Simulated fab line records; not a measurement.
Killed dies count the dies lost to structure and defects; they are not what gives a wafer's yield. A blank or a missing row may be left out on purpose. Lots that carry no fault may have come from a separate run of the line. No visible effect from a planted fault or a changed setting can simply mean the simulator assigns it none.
A lot that was struck, set against a sound lot / flow n5_finfet / 26 out of 1938 route steps
Sound: the wafers L965.3, L965.4, L965.5. The struck wafers were L975.1, L975.5, L975.6. The cause is named last.
Per side, at each step with rows, come the tool, then ch with its chambers, and then its first start. Under that, the readings that differ: sound wafers / struck wafers / difference of the means / sigmas: that difference in standard deviations of wafers without a fault.
alike: same words and numbers on both sides, and readings whose means sit less than 2 such deviations apart. not compared: any withheld reading, any reading some wafer has no value for, any bound like >300 that may hide the same value, and any number with overlapping values for which the record gives no deviation.
Wherever a step has rows on one side only, a row that says differs or no value, or a row with sigmas, the two part there. When numbers do not overlap yet have no deviation, they are printed without sigmas and do not part them. A reading missing from all wafers of one side parts the sides only when that side holds two or more wafers.

first, 8 steps without rows for these wafers: N5_BEOL_M9_DEVELOP_10 (develop time 30 s); N5_BEOL_M9_DESCUM_16 (chemistry O2, time 7.9 s); N5_BEOL_M9_ETCH_61 (etches SiARC in CF4, target depth 39 nm, time 65 s); N5_BEOL_M9_ETCH_62 (etches SOC in N2/H2, target depth 110 nm, overetch 22 nm, time 165 s); N5_BEOL_M9_STRIP_68 (strips in N2/H2); N5_BEOL_M9_STRIP_67 (strips in CF4); N5_BEOL_M9_HM_OPEN_17 (chemistry Cl2/BCl3, target TiN, target depth 20 nm, overetch 6 nm); N5_BEOL_M9_STRIP_19 (strips in O2).
N5_BEOL_M9_COAT_63: time 60 s, resist thk 60 nm.
  sound on litho_track-01 ch 0, day 10 19:34; struck on litho_track-01 ch 0, day 13 17:03
reading=spin_speed_rpm (rpm); sound=1499.7 1498.9 1501.1; struck=1345.7 1347.0 1346.4; difference=-153.5; sigmas=-99 or more
reading=model.SOC_of_BEOL_M9_COAT_63.thk_nm (nm); sound=59.8 59.8 59.6; struck=63.2 63.2 63.2; difference=+3.5; sigmas=
  alike: dispense_pressure_kPa, resist_line_temp_C
then, 11 steps without rows for these wafers: N5_BEOL_M9_COAT_64 (time 60 s, resist thk 12 nm); N5_BEOL_M9_COAT_75 (time 60 s, resist thk 5 nm); N5_BEOL_M9_COAT_22 (resist thk 30 nm); N5_BEOL_M9_EBR_24; N5_BEOL_M9_SOFTBAKE_23 (time 60 s); N5_BEOL_M9_EXPOSE_25 (exposes mask V8); N5_BEOL_M9_PEB_26 (peb time 60 s); N5_BEOL_M9_DEVELOP_27 (develop time 30 s); N5_BEOL_M9_DESCUM_33 (chemistry O2, time 7 s); N5_BEOL_M9_ETCH_76 (etches underlayer in N2/H2, target depth 6.5 nm, time 5.2 s); N5_BEOL_M9_ETCH_65 (etches SiARC in CF4, target depth 15.6 nm, time 26 s).
N5_BEOL_M9_ETCH_66: etches SOC in N2/H2, target depth 80 nm, overetch 16 nm, time 120 s.
  sound on rie_diel-02 ch 0,1, day 10 20:02; struck on rie_diel-05 ch 1,2,3, day 13 17:39
reading=model.etch.depth_nm (nm); sound=59.89 59.8 59.61; struck=63.15 63.17 63.12; difference=+3.38; sigmas=
  alike: drypump_motor_current_A, oes_product_au, rf_vpp_V, showerhead_plenum_p_Torr, throttle_valve_pct
  not compared: rf_hours_counter_h
then, 2 steps without rows for these wafers: N5_BEOL_M9_STRIP_69 (strips in N2/H2); N5_BEOL_M9_STRIP_77 (strips in N2/H2).
N5_BEOL_M9_VIA_ETCH_34: etches SiCOH lowk in C4F6/O2, target depth 182.4 nm, time 68.4 s.
  sound on rie_diel-02 ch 0,1, day 10 20:08; struck on rie_diel-05 ch 1,2,3, day 13 17:45
reading=model.SOC_of_BEOL_M9_COAT_63.thk_nm (nm); sound=51 50.6 50.8; struck=54.2 54.2 54.4; difference=+3.5; sigmas=
  alike: drypump_motor_current_A, oes_f_703_au, oes_o_777_au, oes_product_au, rf_vpp_V, showerhead_plenum_p_Torr, throttle_valve_pct
  not compared: rf_hours_counter_h
then, 1 step without rows for these wafers: N5_BEOL_M9_STRIP_73 (strips in C4F6/O2).
-- the record jumps here: 2 days lie between the struck wafers' starts before and after (it left off in module BEOL_M9 and takes up again in module PASSIVATION, whose first step shown is number 1936 of the route) --
N5_PASSIVATION_PROBE_49:
  sound: prober-01 at day 13 11:37; struck: prober-01 at day 16 05:03
  alike: defect_limited_yield, killed_at_M0_to_M3, killed_at_M4_up, killed_at_contacts, killed_at_front_end, killed_at_other, killed_dies, killed_on_rim, killed_open, killed_short, sort_bin_5_function, sort_bin_6_memory, sort_n_pass, sort_yield_pct

== WHERE THEY PART ==
At N5_BEOL_M9_COAT_63 and nowhere else, as far as this record goes. Later steps at which nothing parts them and some readings are alike: N5_BEOL_M9_ETCH_66, N5_BEOL_M9_VIA_ETCH_34, N5_PASSIVATION_PROBE_49.

WHY: what had been put in by the simulator
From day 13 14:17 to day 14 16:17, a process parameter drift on litho_track-01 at N5_BEOL_M9_COAT_63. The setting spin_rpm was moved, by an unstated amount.
